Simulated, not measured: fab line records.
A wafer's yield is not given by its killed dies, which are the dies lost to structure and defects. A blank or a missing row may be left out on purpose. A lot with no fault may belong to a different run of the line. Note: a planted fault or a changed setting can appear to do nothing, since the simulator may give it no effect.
Matching of chambers || flow nand_harc || NHARC_A_CHANNEL_FILL_D2_STRIP_28 on rie_diel-06 has 4 sister chambers
The step strips in O2, time 20 s. 4 wafers are shown with their chamber, then 10 later ones without.

## EACH WAFER AND ITS CHAMBER
{"wafer": "L084.2", "chamber": 1, "drypump_motor_current_A (A)": 5.7}
{"wafer": "L085.2", "chamber": 3, "drypump_motor_current_A (A)": 5.3}
{"wafer": "L088.1", "chamber": 0, "drypump_motor_current_A (A)": 5.6}
{"wafer": "L088.3", "chamber": 2, "drypump_motor_current_A (A)": 6.0}

## WAFERS WITHOUT THEIR CHAMBER
{"wafer": "L088.4", "drypump_motor_current_A (A)": 5.7}
{"wafer": "L090.1", "drypump_motor_current_A (A)": 5.7}
{"wafer": "L090.3", "drypump_motor_current_A (A)": 6.0}
{"wafer": "L090.5", "drypump_motor_current_A (A)": 5.3}
{"wafer": "L095.1", "drypump_motor_current_A (A)": 5.6}
{"wafer": "L095.2", "drypump_motor_current_A (A)": 5.7}
{"wafer": "L095.5", "drypump_motor_current_A (A)": 5.2}
{"wafer": "L096.1", "drypump_motor_current_A (A)": 5.7}
{"wafer": "L096.3", "drypump_motor_current_A (A)": 6.0}
{"wafer": "L096.6", "drypump_motor_current_A (A)": 5.6}

## THE CHAMBER EACH PASSED THROUGH
{"wafer": "L088.4", "from the rows above": 1, "in truth": 1}
{"wafer": "L090.1", "from the rows above": 1, "in truth": 1}
{"wafer": "L090.3", "from the rows above": 2, "in truth": 2}
{"wafer": "L090.5", "from the rows above": 3, "in truth": 3}
{"wafer": "L095.1", "from the rows above": 0, "in truth": 0}
{"wafer": "L095.2", "from the rows above": 1, "in truth": 1}
{"wafer": "L095.5", "from the rows above": 3, "in truth": 3}
{"wafer": "L096.1", "from the rows above": 1, "in truth": 1}
{"wafer": "L096.3", "from the rows above": 2, "in truth": 2}
{"wafer": "L096.6", "from the rows above": 0, "in truth": 0}
Correctly placed: 10 of 10. Number that these rows cannot place: 0. 0 placed wrongly.
How it was worked out, from the rows above alone: a wafer's distance from a chamber is the root of the sum, over the readings, of the square of ((its reading less the chamber's mean) divided by the reading's scatter). If the next closest chamber is less than 2 further off than the closest, the wafer can't be placed; otherwise it belongs to the closest. A chamber's mean is the mean of its shown wafers. The scatter (one wafer shown for each chamber): square how far every hidden wafer sits from the nearest shown wafer, average those squares and take the square root.
